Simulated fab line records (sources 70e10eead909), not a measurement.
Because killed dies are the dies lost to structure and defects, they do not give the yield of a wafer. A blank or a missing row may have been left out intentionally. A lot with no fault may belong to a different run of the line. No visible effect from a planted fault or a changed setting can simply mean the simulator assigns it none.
Matching of chambers :: flow nandHarc :: pecvd-01 running NHARC_A_STAIRCASE_DEP_417: 3 sister chambers
The step deposits Si3N4, target thk 60 nm. 6 wafers are shown with their chamber, then 10 later ones without.

## WAFERS WITH THEIR CHAMBER
wafer: L081.2
chamber: 1
showerheadVppV (V): 1308
heaterPowerW (W): 751

wafer: L089.1
chamber: 0
showerheadVppV (V): 1230
heaterPowerW (W): 620

wafer: L089.2
chamber: 1
showerheadVppV (V): 1311
heaterPowerW (W): 743

wafer: L089.4
chamber: 2
showerheadVppV (V): 1271
heaterPowerW (W): 711

wafer: L090.2
chamber: 2
showerheadVppV (V): 1286
heaterPowerW (W): 740

wafer: L090.3
chamber: 0
showerheadVppV (V): 1210
heaterPowerW (W): 685

## WAFERS MISSING THEIR CHAMBER
wafer: L090.6
showerheadVppV (V): 1346
heaterPowerW (W): 805

wafer: L093.1
showerheadVppV (V): 1299
heaterPowerW (W): 792

wafer: L093.3
showerheadVppV (V): 1206
heaterPowerW (W): 704

wafer: L093.5
showerheadVppV (V): 1290
heaterPowerW (W): 725

wafer: L094.3
showerheadVppV (V): 1317
heaterPowerW (W): 731

wafer: L094.4
showerheadVppV (V): 1290
heaterPowerW (W): 744

wafer: L094.5
showerheadVppV (V): 1200
heaterPowerW (W): 736

wafer: L095.1
showerheadVppV (V): 1282
heaterPowerW (W): 758

wafer: L095.4
showerheadVppV (V): 1316
heaterPowerW (W): 808

wafer: L095.5
showerheadVppV (V): 1284
heaterPowerW (W): 764

## WHICH CHAMBER EACH ONE RAN IN
wafer: L090.6
from the rows above: 1
in truth: 1

wafer: L093.1
from the rows above: can't be placed: 1 or 2
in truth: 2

wafer: L093.3
from the rows above: 0
in truth: 0

wafer: L093.5
from the rows above: can't be placed: 2 or 1
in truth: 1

wafer: L094.3
from the rows above: 1
in truth: 1

wafer: L094.4
from the rows above: can't be placed: 2 or 1
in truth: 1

wafer: L094.5
from the rows above: 0
in truth: 0

wafer: L095.1
from the rows above: can't be placed: 2 or 1
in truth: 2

wafer: L095.4
from the rows above: 1
in truth: 1

wafer: L095.5
from the rows above: can't be placed: 2 or 1
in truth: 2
Placed correctly: 5 of 10. Cannot be placed on the basis of these rows: 5; the candidates contain the true chamber in 5. Number placed wrongly: 0.
How it was worked out, from the rows above alone: a wafer's distance from a chamber is the root of the sum, over the readings, of the square of ((its reading less the chamber's mean) divided by the reading's scatter). The wafer belongs to the nearest chamber; if the next one is less than 2 further off, it can't be placed. Each chamber's mean is taken over the wafers shown for it. The scatter: take each reading less its chamber's mean, square it, sum over the shown wafers, divide by the number of wafers less the number of chambers, and take the root.
